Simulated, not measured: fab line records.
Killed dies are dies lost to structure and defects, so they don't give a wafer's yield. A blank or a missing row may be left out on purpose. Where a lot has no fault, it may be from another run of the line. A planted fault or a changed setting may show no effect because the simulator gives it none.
fab line records	flow n5-finfet
record lots=7	wafers=21
route steps=1938 shown BEOL_M13@1659 BEOL_M14@1716 MIM_BOT@1833
start-h: hours from the record's first day to the start of the lot's first wafer shown	wait-h: hours from the lot's prior step to this one	" identical to the entry in the row above	L1.1+2: a single row standing in for several wafers	- value missing, or start not given	* or withheld: withheld	< > ~ a bound
route shown NAME@n: NAME is a module with steps in the file, n the number in the route of the first one	usual: average and standard deviation across the fault-free wafers	same: alike in all rows	chamber/n: place in a boat	sites: per-site readings	_std_site: how widely they spread, as a standard deviation	_edge_site: outer sites' mean less inner sites'	radius-mm: how far each site lies from the wafer's centre	mask NAME#n: copy n	behind: tool/chamber where the wafer was last shaped	hold: why the lot went on hold/how many hours it stayed there/how the hold came to an end	device: the n, p or np transistor that did not switch	end of line: the route-end tests of the same wafers	a step given without rows: its recipe and nothing more	killed: dies that structure and defects cost at the first sort, which is not the same as the wafer's yield	map: a wafer's dies, x killed, . not, _ none there
set.NAME: the setting that was run; set.NAME@STEP: the one run at that earlier step	model.NAME: the simulator's own value behind a step, which no gauge read
one table per step and one row per wafer, for lots whose settings were changed on purpose
## steps
# step N5_BEOL_M13_ILD_DEP_00
# recipe material=SiOC	target-thk-a=8379.2	temp-c=350	precursor=DEMS/O2	pressure-torr=5	rf-w=500	time-s=166.4
lot.wafer	tool	chamber	start-h	wait-h	set.time-s	model.SiOC_of_BEOL_M13_ILD_DEP_00.thk-nm
L074.2	pecvd-03	2	232.34	0.0	185.9	930.2
L074.3	"	0	"	"	166.4	816
L074.6	"	2	"	"	166.4	842.8
L076.1	pecvd-03	1	236.40	0.0	166.4	837
L076.3	"	0	"	"	148.7	745.6
L076.5	"	2	"	"	166.4	860.4
L077.1	pecvd-03	0	267.43	0.0	166.4	830.2
L077.3	"	1	"	"	166.4	843.6
L077.5	"	1	"	"	166.4	854.2
L087.3	pecvd-03	1	327.71	0.0	166.4	842
L087.4	"	2	"	"	166.4	850.8
L087.6	"	1	"	"	166.4	851.2
L090.2	pecvd-01	2	333.04	0.0	166.4	835.8
L090.4	"	2	"	"	166.4	846
L090.5	"	0	"	"	189.6	968.8
L089.2	pecvd-02	2	335.59	0.0	166.4	842.6
L089.4	"	1	"	"	166.4	849.4
L089.6	"	0	"	"	166.4	839.8
L091.1	pecvd-02	1	336.66	0.0	166.4	823
L091.2	"	2	"	"	153.7	766.2
L091.3	"	0	"	"	153.7	755.2
# step N5_BEOL_M13_THK_MEAS_01
# recipe reads=SiOC_of_BEOL_M13_ILD_DEP_00
# usual M13_ILD_THK=840/10
lot.wafer	tool	chamber	start-h	wait-h	set.time-s@BEOL_M13_ILD_DEP_00	M13_ILD_THK[nm]
L074.2	film-metro-01	-	232.49	0.1	185.9	931
L074.3	"	-	"	"	166.4	817
L074.6	"	-	"	"	166.4	843
L076.1	film-metro-02	-	236.55	0.1	166.4	837
L076.3	"	-	"	"	148.7	745
L076.5	"	-	"	"	166.4	860
L077.1	film-metro-02	-	267.58	0.1	166.4	830
L077.3	"	-	"	"	166.4	843
L077.5	"	-	"	"	166.4	854
L087.3	film-metro-01	-	327.87	0.1	166.4	841
L087.4	"	-	"	"	166.4	850
L087.6	"	-	"	"	166.4	851
L090.2	film-metro-02	-	333.19	0.1	166.4	835
L090.4	"	-	"	"	166.4	847
L090.5	"	-	"	"	189.6	969
L089.2	film-metro-01	-	335.74	0.1	166.4	843
L089.4	"	-	"	"	166.4	849
L089.6	"	-	"	"	166.4	839
L091.1	film-metro-01	-	336.81	0.1	166.4	823
L091.2	"	-	"	"	153.7	767
L091.3	"	-	"	"	153.7	755
# step N5_BEOL_M13_COAT_58
# recipe resist=BARC	temp-c=205	time-s=60	spin-rpm=1500	resist-thk-nm=89
# step N5_BEOL_M13_COAT_04
# recipe spin-rpm=1625	resist-thk-nm=400
# step N5_BEOL_M13_DESCUM_15
# recipe chemistry=O2	time-s=7.9	source-power-w=50	bias-power-w=20	pressure-mtorr=20	rf-frequency-hz=2.712e+07	temp-c=40	o2-flow-sccm=225
# step N5_BEOL_M13_ETCH_59
# recipe chemistry=N2/H2	target=BARC	target-depth-a=890	overetch-a=267	time-s=67.9	ion-energy-ev=200	pressure-mtorr=30	source-w=840	bias-w=150	n2-flow-sccm=200	h2-flow-sccm=200
# step N5_BEOL_M13_VIA_ETCH_16
# recipe chemistry=C4F8/O2/Ar	target=SiOC	pressure-mtorr=30	source-w=3000	bias-w=700	Ar_flow_sccm=400	C4F8_flow_sccm=15	O2_flow_sccm=8	he-inner-torr=15	he-outer-torr=30	target-depth-a=9217	time-s=withheld	ion-energy-ev=250	ends=cleared
lot.wafer	tool	chamber	start-h	wait-h	set.time-s@BEOL_M13_ILD_DEP_00	model.etch.depth-nm	model.coat_of_BEOL_M13_COAT_04.thk-nm
L074.2	rie-diel-05	1	233.09	0.0	*	930.2	43.8
L074.3	"	3	"	"	*	816.1	77.8
L074.6	"	1	"	"	*	842.8	69.2
L076.1	rie-diel-05	2	237.28	0.0	*	836.9	71.6
L076.3	"	1	"	"	*	745.7	101.4
L076.5	"	2	"	"	*	860.4	64
L077.1	rie-diel-02	2	268.20	0.0	*	830.1	76.6
L077.3	"	3	"	"	*	843.5	71.2
L077.5	"	3	"	"	*	854.2	69.4
L087.3	rie-diel-02	2	328.47	0.0	*	842	74.6
L087.4	"	0	"	"	*	850.7	66
L087.6	"	0	"	"	*	851.2	65.4
L090.2	rie-diel-03	0	333.67	0.0	*	835.8	71.2
L090.4	"	1	"	"	*	846	67.8
L090.5	"	2	"	"	*	968.7	34
L089.2	rie-diel-05	0	336.35	0.0	*	842.6	67.8
L089.4	"	2	"	"	*	849.5	65.2
L089.6	"	2	"	"	*	839.9	68
L091.1	rie-diel-03	1	337.42	0.0	*	823	73.4
L091.2	"	0	"	"	*	766.1	92
L091.3	"	2	"	"	*	755.2	94.4
# step N5_BEOL_M13_STRIP_63
# recipe chemistry=N2/H2	power-w=1000	temp-c=250	h2-frac=0.65	overash-fraction=0.3	pressure-mtorr=1000	n2-flow-sccm=1750	h2-flow-sccm=3250
# usual oes-product-au=0.674/0.005	strip-time-to-endpoint-s=27.7/1.1
lot.wafer	tool	chamber	start-h	wait-h	set.time-s@BEOL_M13_ILD_DEP_00	oes-product-au	strip-time-to-endpoint-s
L074.2	plasma-asher-01	1	233.33	-	185.9	0.659	19.6
L074.3	"	1	"	"	166.4	0.675	29.9
L074.6	"	0	"	"	166.4	0.674	27.4
L076.1	plasma-asher-01	1	237.51	-	166.4	0.676	28.1
L076.3	"	0	"	"	148.7	0.686	36.6
L076.5	"	1	"	"	166.4	0.673	25.9
L077.1	plasma-asher-01	0	268.43	-	166.4	0.678	29.6
L077.3	"	0	"	"	166.4	0.676	28.0
L077.5	"	1	"	"	166.4	0.671	27.5
L087.3	plasma-asher-02	0	328.72	-	166.4	0.678	29.0
L087.4	"	1	"	"	166.4	0.680	26.5
L087.6	"	1	"	"	166.4	0.674	26.3
L090.2	plasma-asher-02	0	333.90	-	166.4	0.675	28.0
L090.4	"	1	"	"	166.4	0.676	27.0
L090.5	"	0	"	"	189.6	0.649	16.4
L089.2	plasma-asher-01	1	336.59	-	166.4	0.673	27.0
L089.4	"	1	"	"	166.4	0.664	26.2
L089.6	"	0	"	"	166.4	0.675	27.0
L091.1	plasma-asher-02	1	337.65	-	166.4	0.677	28.6
L091.2	"	0	"	"	153.7	0.682	34.0
L091.3	"	1	"	"	153.7	0.691	34.7
# step N5_BEOL_M13_SPUTTER_43
# recipe material=TaN	target-thk-a=150	temp-c=50	bias-v=168.6	power-w=15000	chamber-pressure-pa=0.12	time-s=24.19
lot.wafer	tool	chamber	start-h	wait-h	set.time-s	model.TaN_of_BEOL_M13_SPUTTER_43.thk-nm
L074.2	pvd-sputter-02	-	235.21	0.0	21.97	13.4
L074.3	"	-	"	"	24.19	15
L074.6	"	-	"	"	21.97	13.6
L076.1+3+5	pvd-sputter-01	-	245.36	0.0	24.19	15.2
L077.1	pvd-sputter-03	-	270.95	0.0	24.19	15.2
L077.3	"	-	"	"	25.87	16.2
L077.5	"	-	"	"	25.87	16
L087.3+4+6	pvd-sputter-01	-	332.18	0.0	24.19	15.2
L090.2+5	pvd-sputter-02	-	340.11	0.0	24.19	14.8
L090.4	"	-	"	"	24.19	15.2
L089.2	pvd-sputter-01	-	341.14	0.0	24.19	15.2
L089.4+6	"	-	"	"	24.19	15
L091.1	pvd-sputter-02	-	341.20	0.0	24.19	14.8
L091.2	"	-	"	"	26.05	16
L091.3	"	-	"	"	24.19	14.6
# step N5_BEOL_M14_ILD_DEP_00
# recipe material=SiO2	target-thk-a=11193	temp-c=400	precursor=TEOS/O2	pressure-torr=6.5	rf-w=900	teos-flow-sccm=161.4	gas=O2	flow-sccm=2650	time-s=237.4
lot.wafer	tool	chamber	start-h	wait-h	set.time-s	model.SiO2_of_BEOL_M14_ILD_DEP_00.thk-nm
L074.2	pecvd-04	1	236.43	0.0	237.4	1125
L074.3	"	2	"	"	237.4	1093
L074.6	"	0	"	"	237.4	1126
L076.1	pecvd-04	1	246.58	0.0	201.8	943
L076.3	"	2	"	"	237.4	1087
L076.5	"	2	"	"	237.4	1106
L077.1	pecvd-01	0	272.17	0.0	237.4	1115
L077.3	"	2	"	"	237.4	1106
L077.5	"	0	"	"	237.4	1116
L087.3	pecvd-02	1	333.81	0.0	237.4	1132
L087.4	"	0	"	"	237.4	1150
L087.6	"	2	"	"	237.4	1127
L090.2	pecvd-02	2	341.34	0.0	265.4	1245
L090.4	"	1	"	"	237.4	1159
L090.5	"	0	"	"	265.4	1274
L089.2	pecvd-01	0	342.60	0.0	221.5	1046
L089.4	"	0	"	"	221.5	1060
L089.6	"	2	"	"	237.4	1128
L091.1	pecvd-04	1	342.87	0.0	237.4	1124
L091.2	"	0	"	"	237.4	1106
L091.3	"	2	"	"	237.4	1093
# step N5_BEOL_M14_THK_MEAS_01
# recipe reads=SiO2_of_BEOL_M14_ILD_DEP_00
# usual M14_ILD_THK=1116/16
lot.wafer	tool	chamber	start-h	wait-h	set.time-s@BEOL_M14_ILD_DEP_00	M14_ILD_THK[nm]
L074.2	film-metro-02	-	236.62	0.1	237.4	1124
L074.3	"	-	"	"	237.4	1094
L074.6	"	-	"	"	237.4	1126
L076.1	film-metro-01	-	246.91	0.2	201.8	943
L076.3	"	-	"	"	237.4	1087
L076.5	"	-	"	"	237.4	1106
L077.1	film-metro-02	-	272.36	0.1	237.4	1115
L077.3	"	-	"	"	237.4	1107
L077.5	"	-	"	"	237.4	1115
L087.3	film-metro-01	-	334.00	0.1	237.4	1133
L087.4	"	-	"	"	237.4	1151
L087.6	"	-	"	"	237.4	1127
L090.2	film-metro-01	-	341.53	0.1	265.4	1244
L090.4	"	-	"	"	237.4	1159
L090.5	"	-	"	"	265.4	1274
L089.2	film-metro-02	-	342.79	0.1	221.5	1046
L089.4	"	-	"	"	221.5	1059
L089.6	"	-	"	"	237.4	1127
L091.1	film-metro-01	-	343.05	0.1	237.4	1124
L091.2	"	-	"	"	237.4	1106
L091.3	"	-	"	"	237.4	1093
# step N5_BEOL_M14_COAT_58
# recipe resist=BARC	temp-c=205	time-s=60	spin-rpm=1500	resist-thk-nm=89
# step N5_BEOL_M14_COAT_04
# recipe spin-rpm=1704	resist-thk-nm=800
# step N5_BEOL_M14_DESCUM_15
# recipe chemistry=O2	time-s=7.9	source-power-w=50	bias-power-w=20	pressure-mtorr=20	rf-frequency-hz=2.712e+07	temp-c=40	o2-flow-sccm=225
# step N5_BEOL_M14_ETCH_59
# recipe chemistry=N2/H2	target=BARC	target-depth-a=890	overetch-a=267	time-s=67.9	ion-energy-ev=200	pressure-mtorr=30	source-w=840	bias-w=150	n2-flow-sccm=200	h2-flow-sccm=200
# step N5_BEOL_M14_VIA_ETCH_16
# recipe chemistry=C4F8/O2/Ar	target=SiO2	he-inner-torr=15	he-outer-torr=30	target-depth-a=12313	time-s=withheld	ion-energy-ev=800	pressure-mtorr=20	source-w=1905	bias-w=2040	Ar_flow_sccm=400	C4F8_flow_sccm=16	O2_flow_sccm=12	ends=cleared
lot.wafer	tool	chamber	start-h	wait-h	set.time-s@BEOL_M14_ILD_DEP_00	model.etch.depth-nm	model.coat_of_BEOL_M14_COAT_04.thk-nm
L074.2	rie-diel-06	0	237.23	0.0	*	1125	454.2
L074.3	"	1	"	"	*	1093	460
L074.6	"	1	"	"	*	1126	449.8
L076.1	rie-diel-01	1	247.53	0.0	*	943	504.8
L076.3	"	2	"	"	*	1087	470.4
L076.5	"	1	"	"	*	1106	463.2
L077.1	rie-diel-06	1	272.97	0.0	*	1115	457
L077.3	"	2	"	"	*	1106	461
L077.5	"	2	"	"	*	1116	459.6
L087.3	rie-diel-06	1	334.57	0.0	*	1132	451
L087.4	"	2	"	"	*	1150	450
L087.6	"	0	"	"	*	1127	453
L090.2	rie-diel-06	1	342.13	0.0	*	1245	423.4
L090.4	"	0	"	"	*	1159	448.2
L090.5	"	1	"	"	*	1274	418.2
L089.2	rie-diel-01	0	343.59	0.0	*	1046	468.8
L089.4	"	2	"	"	*	1060	472
L089.6	"	1	"	"	*	1128	455.6
L091.1	rie-diel-04	3	343.97	0.0	*	1124	462.6
L091.2	"	1	"	"	*	1106	458.2
L091.3	"	0	"	"	*	1093	466.4
# step N5_BEOL_M14_PEB_26
# recipe peb-temp-c=130	peb-time-s=90
lot.wafer	tool	chamber	start-h	wait-h	set.peb-temp-c
L074.2+3	litho-track-03	0	237.92	0.0	131.8
L074.6	"	0	"	"	130
L076.1+3+5	litho-track-01	0	248.09	0.1	130
L077.1+3+5	litho-track-01	0	273.53	0.1	130
L087.3+4+6	litho-track-04	0	335.25	0.0	130
L090.2	litho-track-01	0	342.82	0.0	133.2
L090.4+5	"	0	"	"	130
L089.2+6	litho-track-04	0	344.28	0.0	130
L089.4	"	0	"	"	126.4
L091.1+3	litho-track-03	0	344.53	0.1	131.7
L091.2	"	0	"	"	130
# step N5_BEOL_M14_DEVELOP_27
# recipe develop-time-s=45	rinse-liquid=diw	dry=air-spin	dev-temp-c=21
lot.wafer	tool	chamber	start-h	wait-h	set.develop-time-s
L074.2	litho-track-03	0	-	-	49.28
L074.3+6	"	0	"	"	45
L076.1+3+5	litho-track-01	0	-	-	45
L077.1+5	litho-track-01	0	-	-	45
L077.3	"	0	"	"	40.87
L087.3+4+6	litho-track-04	0	-	-	45
L090.2	litho-track-01	0	-	-	38.86
L090.4+5	"	0	"	"	45
L089.2+4+6	litho-track-04	0	-	-	45
L091.1+2	litho-track-03	0	-	-	49.36
L091.3	"	0	"	"	45
# step N5_BEOL_M14_HARDBAKE_32
# recipe temp-c=130	time-s=120
# step N5_BEOL_M14_CD_MEAS_28
# recipe target-cd-nm=284.4	landing-energy-ev=500	detector=se-inlens
# usual cd-nm=285.6/2.5
lot.wafer	tool	chamber	start-h	wait-h	set.peb-temp-c@BEOL_M14_PEB_26	cd-nm
L074.2	cd-sem-03	0	238.03	-	131.8	290.1
L074.3	"	0	"	"	131.8	294.1
L074.6	"	0	"	"	130	284.9
L076.1	cd-sem-02	0	248.20	-	130	287.7
L076.3	"	0	"	"	130	287.0
L076.5	"	0	"	"	130	284.2
L077.1	cd-sem-01	0	273.64	-	130	285.1
L077.3	"	0	"	"	130	287.3
L077.5	"	0	"	"	130	287.4
L087.3	cd-sem-03	0	335.37	-	130	286.6
L087.4	"	0	"	"	130	285.7
L087.6	"	0	"	"	130	286.9
L090.2	cd-sem-03	0	342.94	-	133.2	303.2
L090.4	"	0	"	"	130	287.8
L090.5	"	0	"	"	130	292.2
L089.2	cd-sem-01	0	344.39	-	130	283.5
L089.4	"	0	"	"	126.4	268.1
L089.6	"	0	"	"	130	284.0
L091.1	cd-sem-01	0	344.65	-	131.7	292.5
L091.2	"	0	"	"	130	283.9
L091.3	"	0	"	"	131.7	291.0
# step N5_BEOL_M14_DESCUM_33
# recipe chemistry=O2	time-s=7.9	source-power-w=50	bias-power-w=20	pressure-mtorr=20	rf-frequency-hz=2.712e+07	temp-c=40	o2-flow-sccm=225
lot.wafer	tool	chamber	start-h	wait-h	set.peb-temp-c@BEOL_M14_PEB_26	model.BEOL_M14.cd-nm
L074.2	rie-diel-06	3	238.13	0.0	131.8	290
L074.3	"	0	"	"	131.8	293.8
L074.6	"	3	"	"	130	285
L076.1	rie-diel-06	3	248.32	0.1	130	288.2
L076.3	"	1	"	"	130	286.4
L076.5	"	0	"	"	130	284.2
L077.1	rie-diel-04	2	273.73	0.0	130	285.2
L077.3	"	0	"	"	130	287
L077.5	"	1	"	"	130	287.6
L087.3	rie-diel-01	3	335.58	0.2	130	286.4
L087.4	"	2	"	"	130	285.6
L087.6	"	3	"	"	130	286.8
L090.2	rie-diel-04	0	343.02	0.0	133.2	303.2
L090.4	"	3	"	"	130	287.6
L090.5	"	0	"	"	130	291.8
L089.2	rie-diel-01	2	344.64	0.2	130	283.4
L089.4	"	1	"	"	126.4	268.4
L089.6	"	0	"	"	130	283.6
L091.1	rie-diel-01	3	345.22	0.5	131.7	292.8
L091.2	"	2	"	"	130	283.8
L091.3	"	1	"	"	131.7	290.8
# step N5_BEOL_M14_ETCH_67
# recipe chemistry=CF4	target=SiARC	target-depth-a=1430	time-s=238.3	ion-energy-ev=80	pressure-mtorr=40	source-w=545	bias-w=36	Ar_flow_sccm=100	cf4-flow-sccm=100	ends=cleared
lot.wafer	tool	chamber	start-h	wait-h	set.peb-temp-c@BEOL_M14_PEB_26	model.BEOL_M14.cd-nm
L074.2	rie-diel-06	3	238.16	0.0	131.8	286
L074.3	"	0	"	"	131.8	288.8
L074.6	"	3	"	"	130	281
L076.1	rie-diel-06	3	248.35	0.0	130	283.8
L076.3	"	1	"	"	130	282.8
L076.5	"	0	"	"	130	279.2
L077.1	rie-diel-04	2	273.76	0.0	130	279.8
L077.3	"	0	"	"	130	283
L077.5	"	1	"	"	130	282.4
L087.3	rie-diel-01	3	335.61	0.0	130	282.6
L087.4	"	2	"	"	130	280.6
L087.6	"	3	"	"	130	283.2
L090.2	rie-diel-04	0	343.06	0.0	133.2	298.4
L090.4	"	3	"	"	130	284
L090.5	"	0	"	"	130	287
L089.2	rie-diel-01	2	344.67	0.0	130	278.6
L089.4	"	1	"	"	126.4	264.2
L089.6	"	0	"	"	130	279
L091.1	rie-diel-01	3	345.25	0.0	131.7	289
L091.2	"	2	"	"	130	278.6
L091.3	"	1	"	"	131.7	286.6
# step N5_BEOL_M14_ETCH_68
# recipe chemistry=N2/H2	target=SOC	mask-material=SiARC	source-w=3000	bias-w=350	temp-c=40	time-s=450	ion-energy-ev=200	pressure-mtorr=30	n2-flow-sccm=200	h2-flow-sccm=200
# step N5_BEOL_M14_STRIP_69
# recipe chemistry=N2/H2	temp-c=40	n2-flow-sccm=200	h2-flow-sccm=200	rf-frequency-hz=6e+07
# step N5_BEOL_M14_STRIP_37
# recipe chemistry=O2	power-w=600	temp-c=60	pressure-mtorr=30	rf-frequency-hz=6e+07	bias-power-w=0	overash-fraction=0.3	o2-flow-sccm=225
# step N5_BEOL_M14_ETCH_38
# recipe chemistry=CF4/N2	target=SiCN	target-depth-a=1065	taper-deg=2	time-s=120.6	ion-energy-ev=150	mask-material=SiO2	pressure-mtorr=40	source-w=430	bias-w=70	Ar_flow_sccm=100	cf4-flow-sccm=60	n2-flow-sccm=60
lot.wafer	tool	chamber	start-h	wait-h	set.time-s@BEOL_M14_ILD_DEP_00	model.SiO2_of_BEOL_M14_ILD_DEP_00.thk-nm
L074.2	rie-diel-01	2	-	-	237.4	1063
L074.3	"	3	"	"	237.4	1031
L074.6	"	2	"	"	237.4	1064
L076.1	rie-diel-01	1	-	-	201.8	879.4
L076.3	"	0	"	"	237.4	1020
L076.5	"	3	"	"	237.4	1044
L077.1	rie-diel-06	1	-	-	237.4	1046
L077.3	"	3	"	"	237.4	1042
L077.5	"	2	"	"	237.4	1048
L087.3	rie-diel-04	3	-	-	237.4	1069
L087.4	"	2	"	"	237.4	1084
L087.6	"	2	"	"	237.4	1061
L090.2	rie-diel-04	0	-	-	265.4	1178
L090.4	"	3	"	"	237.4	1096
L090.5	"	1	"	"	265.4	1210
L089.2	rie-diel-06	1	-	-	221.5	977.4
L089.4	"	2	"	"	221.5	991.4
L089.6	"	2	"	"	237.4	1059
L091.1	rie-diel-01	0	-	-	237.4	1058
L091.2	"	2	"	"	237.4	1045
L091.3	"	1	"	"	237.4	1029
# step N5_MIM_BOT_SPUTTER_00
# recipe material=TiN	target-thk-a=350	temp-c=200	power-w=3000	chamber-pressure-pa=0.49996	gas=Ar	reactive-partial-pa=0.37997	time-s=89.7
lot.wafer	tool	chamber	start-h	wait-h	set.time-s	model.TiN_of_MIM_BOT_SPUTTER_00.thk-nm
L074.2	pvd-sputter-01	-	251.18	0.0	89.7	34
L074.3	"	-	"	"	89.7	34.6
L074.6	"	-	"	"	89.7	35
L076.1	pvd-sputter-03	-	262.90	0.0	89.7	35
L076.3+5	"	-	"	"	89.7	34.8
L077.1+5	pvd-sputter-03	-	285.65	0.0	77.6	30.2
L077.3	"	-	"	"	77.6	30.4
L087.3+6	pvd-sputter-03	-	347.09	0.0	89.7	34.2
L087.4	"	-	"	"	89.7	34
L090.2	pvd-sputter-02	-	356.67	0.0	98.33	37.4
L090.4	"	-	"	"	89.7	34.8
L090.5	"	-	"	"	89.7	34.2
L089.2	pvd-sputter-02	-	360.63	0.0	82.55	31.4
L089.4	"	-	"	"	82.55	31.8
L089.6	"	-	"	"	89.7	34.6
L091.1	pvd-sputter-02	-	360.83	0.0	89.7	35
L091.2	"	-	"	"	89.7	34.8
L091.3	"	-	"	"	100.2	39
## key
split step=N5_BEOL_M13_ILD_DEP_00	setting=time-s	stated=166.4	by=wafer
response step=N5_BEOL_M13_ILD_DEP_00	reading=model.SiOC_of_BEOL_M13_ILD_DEP_00.thk-nm	change=+9.02	per=1%	r=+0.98
response step=N5_BEOL_M13_THK_MEAS_01	reading=M13_ILD_THK	change=+9.02	per=1%	r=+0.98
response step=N5_BEOL_M13_VIA_ETCH_16	reading=model.etch.depth-nm	change=+9.01	per=1%	r=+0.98
response step=N5_BEOL_M13_VIA_ETCH_16	reading=model.coat_of_BEOL_M13_COAT_04.thk-nm	change=-2.69	per=1%	r=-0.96
response step=N5_BEOL_M13_STRIP_63	reading=oes-product-au	change=-0.00147	per=1%	r=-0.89
response step=N5_BEOL_M13_STRIP_63	reading=strip-time-to-endpoint-s	change=*	per=1%	r=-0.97
split step=N5_BEOL_M13_SPUTTER_43	setting=time-s	stated=24.19	by=wafer
response step=N5_BEOL_M13_SPUTTER_43	reading=model.TaN_of_BEOL_M13_SPUTTER_43.thk-nm	change=+0.157	per=1%	r=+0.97
split step=N5_BEOL_M14_ILD_DEP_00	setting=time-s	stated=237.4	by=wafer
response step=N5_BEOL_M14_ILD_DEP_00	reading=model.SiO2_of_BEOL_M14_ILD_DEP_00.thk-nm	change=+9.77	per=1%	r=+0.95
response step=N5_BEOL_M14_THK_MEAS_01	reading=M14_ILD_THK	change=+9.73	per=1%	r=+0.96
response step=N5_BEOL_M14_VIA_ETCH_16	reading=model.etch.depth-nm	change=+9.77	per=1%	r=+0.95
response step=N5_BEOL_M14_VIA_ETCH_16	reading=model.coat_of_BEOL_M14_COAT_04.thk-nm	change=-2.43	per=1%	r=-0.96
response step=N5_BEOL_M14_ETCH_38	reading=model.SiO2_of_BEOL_M14_ILD_DEP_00.thk-nm	change=+9.66	per=1%	r=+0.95
split step=N5_BEOL_M14_PEB_26	setting=peb-temp-c	stated=130	by=wafer
response step=N5_BEOL_M14_CD_MEAS_28	reading=cd-nm	change=+5.53	per=1%	r=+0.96
response step=N5_BEOL_M14_DESCUM_33	reading=model.BEOL_M14.cd-nm	change=+5.48	per=1%	r=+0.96
response step=N5_BEOL_M14_ETCH_67	reading=model.BEOL_M14.cd-nm	change=+5.36	per=1%	r=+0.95
split step=N5_BEOL_M14_DEVELOP_27	setting=develop-time-s	stated=45	by=wafer
response none clear
split step=N5_MIM_BOT_SPUTTER_00	setting=time-s	stated=89.7	by=wafer
response step=N5_MIM_BOT_SPUTTER_00	reading=model.TiN_of_MIM_BOT_SPUTTER_00.thk-nm	change=+0.34	per=1%	r=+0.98
